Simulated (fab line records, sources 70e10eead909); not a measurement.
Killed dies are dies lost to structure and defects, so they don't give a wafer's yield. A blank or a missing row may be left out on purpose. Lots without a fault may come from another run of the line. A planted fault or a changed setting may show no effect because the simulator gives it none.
Which tool did it? | flow nand_harc | 24 lots, 72 wafers sampled, at 2 steps of a route of 1302

WHAT THE GAUGES READ, wafer by wafer
NHARC_P_M0_THK_MEAS_24: measures by xrf.
lot  | measured     | on            | thk_nm (nm)
L074 | day 6 02:11  | film_metro-01 | 117.6 121.5 116.8
L075 | day 6 15:53  | film_metro-02 | 116.7 119.0 117.6
L076 | day 6 23:11  | film_metro-01 | 117.2 117.5 117.4
L077 | day 7 10:00  | film_metro-01 | 117.0 116.7 116.0
L078 | day 7 22:02  | film_metro-02 | 118.0 115.0 118.0
L079 | day 8 10:08  | film_metro-02 | 119.0 118.0 121.2
L080 | day 8 23:42  | film_metro-02 | 118.7 114.9 119.7
L081 | day 9 00:30  | film_metro-01 | 115.9 116.1 117.6
L082 | day 9 12:20  | film_metro-01 | 115.5 119.0 117.8
L083 | day 10 00:25 | film_metro-01 | 117.9 118.0 119.1
L084 | day 10 06:19 | film_metro-02 | 117.8 118.6 116.9
L086 | day 10 20:01 | film_metro-02 | 116.0 118.5 118.7
L085 | day 10 21:04 | film_metro-01 | 117.7 117.1 116.2
L087 | day 11 18:04 | film_metro-01 | 118.0 117.4 120.8
L089 | day 12 09:20 | film_metro-02 | 114.4 118.9 116.2
L088 | day 12 12:39 | film_metro-02 | 117.6 118.6 115.8
L090 | day 12 22:38 | film_metro-01 | 118.7 118.6 114.6
L091 | day 13 02:54 | film_metro-01 | 116.0 118.3 115.1
L092 | day 13 15:49 | film_metro-02 | 116.7 116.8 117.3
L093 | day 14 04:46 | film_metro-02 | 118.0 117.6 117.9
L094 | day 14 15:02 | film_metro-02 | 117.1 119.9 117.1
L095 | day 14 16:32 | film_metro-01 | 117.5 118.6 119.1
L096 | day 15 05:59 | film_metro-02 | 118.6 117.7 116.2
L097 | day 15 13:49 | film_metro-02 | 118.9 114.4 118.9

NHARC_P_M0_INSPECT_27.
lot  | measured     | on                | raw_defect_count
L074 | day 6 02:20  | defect_inspect-02 | 283 382 449
L075 | day 6 16:03  | defect_inspect-02 | 342 229 228
L076 | day 6 23:20  | defect_inspect-01 | 703 821 489
L077 | day 7 10:10  | defect_inspect-01 | 148 302 122
L078 | day 7 22:11  | defect_inspect-01 | 217 343 242
L079 | day 8 10:18  | defect_inspect-01 | 158 175 126
L080 | day 8 23:52  | defect_inspect-02 | 313 312 341
L081 | day 9 00:40  | defect_inspect-02 | 287 295 229
L082 | day 9 12:29  | defect_inspect-02 | 267 261 194
L083 | day 10 00:34 | defect_inspect-02 | 449 427 722
L084 | day 10 06:28 | defect_inspect-01 | 184 326 197
L086 | day 10 20:10 | defect_inspect-01 | 311 332 240
L085 | day 10 21:14 | defect_inspect-02 | 242 254 282
L087 | day 11 18:13 | defect_inspect-01 | 347 338 232
L089 | day 12 09:29 | defect_inspect-02 | 268 860 542
L088 | day 12 12:49 | defect_inspect-01 | 342 410 192
L090 | day 12 22:47 | defect_inspect-01 | 537 332 375
L091 | day 13 03:04 | defect_inspect-01 | 282 345 284
L092 | day 13 15:59 | defect_inspect-02 | 491 141 228
L093 | day 14 04:56 | defect_inspect-02 | 257 158 233
L094 | day 14 15:11 | defect_inspect-01 | 217 284 340
L095 | day 14 16:42 | defect_inspect-01 | 151 142 158
L096 | day 15 06:08 | defect_inspect-02 | 341 465 751
L097 | day 15 13:58 | defect_inspect-02 | 412 307 453

WHICH TOOL RAN EACH LOT (tool, then ch and the chambers of the sampled wafers, then the start)
The record holds no process step before these readings.

WHAT THE TOOLS THEMSELVES READ (means of the sampled wafers that have a number; where no wafer has one, the mark that the record gives instead)
The record holds no such reading with a usual standard deviation.

THE ANSWER, worked out from the rows above alone
Rule: what is usual is taken from the lots themselves. Put in order of their means at a reading, lots are off if they are a third of the lots or fewer, leave a main group of 4 or more, and stand apart from it by a gap of 3 or more times the standard deviation of the main group's means; of several such gaps the widest counts. A main group whose means are all the same, to the digits that the tables above print for the reading, isn't used. A lot without any number at a reading at which 4 lots or more have one is off too. The other lots that the step has rows for count as sound. The gauges are gone through in route order, then the tools' own readings, and for those a lot's mean is taken as printed above. The first step at which some lot is off is used, and at that step the reading that is off furthest; a lot without a number counts as furthest.
No lot is off at any reading shown: from this, nothing can be told.

WHAT THE SIMULATOR HAD PUT IN
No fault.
